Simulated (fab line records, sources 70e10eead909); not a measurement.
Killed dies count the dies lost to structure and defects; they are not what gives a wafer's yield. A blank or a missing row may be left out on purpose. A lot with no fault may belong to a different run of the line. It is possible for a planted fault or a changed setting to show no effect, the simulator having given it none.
Which tool was responsible? | flow nand harc | Sampling: 13 lots, 39 wafers, 5 of 1302 route steps

## WHAT THE GAUGES READ, wafer by wafer
NHARC_END_SORT_01. Usual: killed at array 56, standard deviation 18; killed at other 1.4, standard deviation 1.5; killed at periphery 4, standard deviation 3.1; killed dies 61, standard deviation 19; killed open 3.5, standard deviation 1.8; killed short 2.4, standard deviation 1.4.
lot  | measured     | on        | killed at array | killed at other | killed at periphery | killed dies | killed open | killed short | flag
L776 | day 25 16:57 | prober-01 | 60 54 54        | 2 3 1           | 6 5 8               | 68 62 63    | 3 7 3       | 1 1 2        |
L778 | day 26 00:58 | prober-02 | 71 58 67        | 1 2 7           | 6 3 4               | 78 63 78    | 3 2 6       | 2 2 1        |
L791 | day 30 20:00 | prober-02 | 674 670 671     | 2 4 2           | 1 3 4               | 677 677 677 | 5 7 4       | 1 1 2        | OFF
L790 | day 31 01:46 | prober-01 | 669 672 669     | 1 3 1           | 7 2 7               | 677 677 677 | 1 3 4       | 1 3 0        | OFF
L788 | day 31 09:17 | prober-02 | 672 673 671     | 1 1 3           | 4 3 3               | 677 677 677 | 2 6 4       | 2 6 1        | OFF

## WHAT TOOL EACH LOT RAN ON (gives the tool, then ch and the chambers of the sampled wafers, and finally the start)
lot  | NHARC_A_CONTACT_ETCH_111             | NHARC_A_CONTACT_ETCH_113             | NHARC_A_CONTACT_ETCH_116             | NHARC_A_CONTACT_ETCH_117
L775 | har cap etch-03 ch 0,1, day 21 15:18 | har cap etch-03 ch 0,1, day 21 15:40 | har cap etch-03 ch 0,1, day 21 16:11 | har cap etch-03 ch 0,1, day 21 16:21
L776 | har cap etch-01 ch 0,1, day 22 20:28 | har cap etch-01 ch 0,1, day 22 20:50 | har cap etch-01 ch 0,1, day 22 21:20 | har cap etch-01 ch 0,1, day 22 21:31
L778 | har cap etch-03 ch 0,1, day 23 00:28 | har cap etch-03 ch 0,1, day 23 00:50 | har cap etch-03 ch 0,1, day 23 01:20 | har cap etch-03 ch 0,1, day 23 01:31
L777 | har cap etch-02 ch 0,1, day 23 06:20 | har cap etch-02 ch 0,1, day 23 06:42 | har cap etch-02 ch 0,1, day 23 07:13 | har cap etch-02 ch 0,1, day 23 07:23
L779 | har cap etch-02 ch 0,1, day 23 14:52 | har cap etch-02 ch 0,1, day 23 15:14 | har cap etch-02 ch 0,1, day 23 15:52 | har cap etch-02 ch 0,1, day 23 16:05
L782 | har cap etch-03 ch 0,1, day 24 16:40 | har cap etch-03 ch 0,1, day 24 17:01 | har cap etch-03 ch 0,1, day 24 17:32 | har cap etch-03 ch 0,1, day 24 17:42
L780 | har cap etch-01 ch 0,1, day 24 16:45 | har cap etch-01 ch 0,1, day 24 17:07 | har cap etch-01 ch 0,1, day 24 17:38 | har cap etch-01 ch 0,1, day 24 17:48
L791 | har cap etch-02 ch 0,1, day 27 21:03 | har cap etch-02 ch 0,1, day 27 21:25 | har cap etch-02 ch 0,1, day 27 21:56 | har cap etch-02 ch 0,1, day 27 22:06
L790 | har cap etch-03 ch 0,1, day 27 22:26 | har cap etch-03 ch 0,1, day 27 22:49 | har cap etch-03 ch 0,1, day 27 23:20 | har cap etch-03 ch 0,1, day 27 23:30
L788 | har cap etch-01 ch 0,1, day 27 23:52 | har cap etch-01 ch 0,1, day 28 00:14 | har cap etch-01 ch 0,1, day 28 00:45 | har cap etch-01 ch 0,1, day 28 00:55
L795 | har cap etch-03 ch 0, day 30 05:15   | har cap etch-03 ch 0, day 30 05:37   | har cap etch-03 ch 0, day 30 06:07   | har cap etch-03 ch 0, day 30 06:17
L796 | har cap etch-01 ch 0,1, day 30 20:05 | har cap etch-01 ch 0,1, day 30 20:27 | har cap etch-01 ch 0,1, day 30 21:14 | har cap etch-01 ch 0,1, day 30 21:24
L797 | har cap etch-02 ch 0,1, day 31 04:10 | har cap etch-02 ch 0,1, day 31 04:40 | har cap etch-02 ch 0,1, day 31 05:21 | har cap etch-02 ch 0,1, day 31 05:35
- NHARC_A_CONTACT_ETCH_111: etches the open film in C4F8/O2/Ar, time 140 s, target depth 700 nm.
- NHARC_A_CONTACT_ETCH_113: etches the open film in C4F8/O2/Ar, time 190 s, target depth 1850 nm.
- NHARC_A_CONTACT_ETCH_116: etches the open film in C4F8/O2/Ar, time 190 s, target depth 1850 nm.
- NHARC_A_CONTACT_ETCH_117: etches the open film in C4F8/O2/Ar, time 190 s, target depth 1850 nm.

## AS READ BY THE TOOLS THEMSELVES (means over the sampled wafers that have a number; for cases with no such wafer, the mark the record gives instead)
NHARC_A_CONTACT_ETCH_111. Usual: chamber pressure mTorr 20.002 mTorr, standard deviation 0.018; oes air line au 1.000 a.u., standard deviation 0.021.
lot  | tool            | chamber pressure mTorr (mTorr) | oes air line au (a.u.) | flag
L775 | har cap etch-03 | 20.007                         | 0.973                  |
L776 | har cap etch-01 | 19.995                         | 0.988                  |
L778 | har cap etch-03 | 20.008                         | 0.990                  |
L777 | har cap etch-02 | 20.015                         | 0.998                  |
L779 | har cap etch-02 | 20.023                         | 1.028                  |
L782 | har cap etch-03 | 20.015                         | 1.015                  |
L780 | har cap etch-01 | 20.013                         | 1.019                  |
L791 | har cap etch-02 | 20.004                         | 0.984                  |
L790 | har cap etch-03 | 20.002                         | 0.992                  |
L788 | har cap etch-01 | 19.987                         | 1.000                  |
L795 | har cap etch-03 | 20.003                         | 0.962                  |
L796 | har cap etch-01 | 19.995                         | 0.984                  |
L797 | har cap etch-02 | 20.004                         | 1.005                  |

NHARC_A_CONTACT_ETCH_113. Usual: chamber pressure mTorr 20.001 mTorr, standard deviation 0.015; oes air line au 1.001 a.u., standard deviation 0.021.
lot  | tool            | chamber pressure mTorr (mTorr) | oes air line au (a.u.) | flag
L775 | har cap etch-03 | 19.993                         | 1.024                  |
L776 | har cap etch-01 | 19.998                         | 1.014                  |
L778 | har cap etch-03 | 19.998                         | 1.008                  |
L777 | har cap etch-02 | 20.001                         | 0.998                  |
L779 | har cap etch-02 | 20.013                         | 0.999                  |
L782 | har cap etch-03 | 19.997                         | 1.002                  |
L780 | har cap etch-01 | 20.010                         | 1.006                  |
L791 | har cap etch-02 | 19.997                         | 0.975                  |
L790 | har cap etch-03 | 20.003                         | 0.997                  |
L788 | har cap etch-01 | 19.993                         | 0.999                  |
L795 | har cap etch-03 | 19.996                         | 0.992                  |
L796 | har cap etch-01 | 19.991                         | 1.005                  |
L797 | har cap etch-02 | 20.010                         | 0.981                  |

NHARC_A_CONTACT_ETCH_116. Usual: chamber pressure mTorr 19.999 mTorr, standard deviation 0.019; oes air line au 1.001 a.u., standard deviation 0.02.
lot  | tool            | chamber pressure mTorr (mTorr) | oes air line au (a.u.) | flag
L775 | har cap etch-03 | 19.992                         | 1.005                  |
L776 | har cap etch-01 | 20.015                         | 1.012                  |
L778 | har cap etch-03 | 19.996                         | 1.006                  |
L777 | har cap etch-02 | 20.008                         | 1.008                  |
L779 | har cap etch-02 | 20.003                         | 1.009                  |
L782 | har cap etch-03 | 19.991                         | 1.017                  |
L780 | har cap etch-01 | 19.990                         | 0.996                  |
L791 | har cap etch-02 | 20.014                         | 0.996                  |
L790 | har cap etch-03 | 19.989                         | 0.997                  |
L788 | har cap etch-01 | 20.000                         | 1.000                  |
L795 | har cap etch-03 | 20.009                         | 0.981                  |
L796 | har cap etch-01 | 19.995                         | 1.001                  |
L797 | har cap etch-02 | 20.003                         | 0.987                  |

NHARC_A_CONTACT_ETCH_117. Usual: chamber pressure mTorr 20.001 mTorr, standard deviation 0.019; oes air line au 1.000 a.u., standard deviation 0.02.
lot  | tool            | chamber pressure mTorr (mTorr) | oes air line au (a.u.) | flag
L775 | har cap etch-03 | 19.983                         | 1.005                  |
L776 | har cap etch-01 | 19.980                         | 1.007                  |
L778 | har cap etch-03 | 19.997                         | 0.985                  |
L777 | har cap etch-02 | 20.005                         | 1.013                  |
L779 | har cap etch-02 | 19.995                         | 0.976                  |
L782 | har cap etch-03 | 19.990                         | 0.974                  |
L780 | har cap etch-01 | 20.017                         | 0.971                  |
L791 | har cap etch-02 | -                              | -                      | OFF
L790 | har cap etch-03 | -                              | -                      | OFF
L788 | har cap etch-01 | -                              | -                      | OFF
L795 | har cap etch-03 | 20.001                         | 1.025                  |
L796 | har cap etch-01 | 20.018                         | 0.997                  |
L797 | har cap etch-02 | 20.009                         | 1.012                  |

## THE ANSWER, worked out from the rows above alone
Rule: a lot counts as off when the mean over its wafers that have a number is more than 3 standard deviations away from the usual mean. A lot without any number at a reading at which 4 lots or more have one is off too. Any other lot the step has rows for is counted as sound. First the gauges in route order, then the tools' own readings, where a lot's mean is used as printed above. The first step at which some lot is off is used, and at that step the reading that is off furthest; a lot without a number counts as furthest.
Off: L791, L790, L788, at NHARC_END_SORT_01 (killed at array). Neither off nor sound, because the step has no rows for them: L775, L777, L779, L782, L780, L795, L796, L797.
A tool fits if, at a process step before that reading, it ran every lot that is off, and no sound lot after the first of them. Not tried: the gauges at NHARC_END_SORT_01; whatever is off there is also off at NHARC_A_CONTACT_ETCH_117, on other tools, and gauge error can't account for it. Not one of the candidates tried fits.

## WHAT THE SIMULATOR PUT IN
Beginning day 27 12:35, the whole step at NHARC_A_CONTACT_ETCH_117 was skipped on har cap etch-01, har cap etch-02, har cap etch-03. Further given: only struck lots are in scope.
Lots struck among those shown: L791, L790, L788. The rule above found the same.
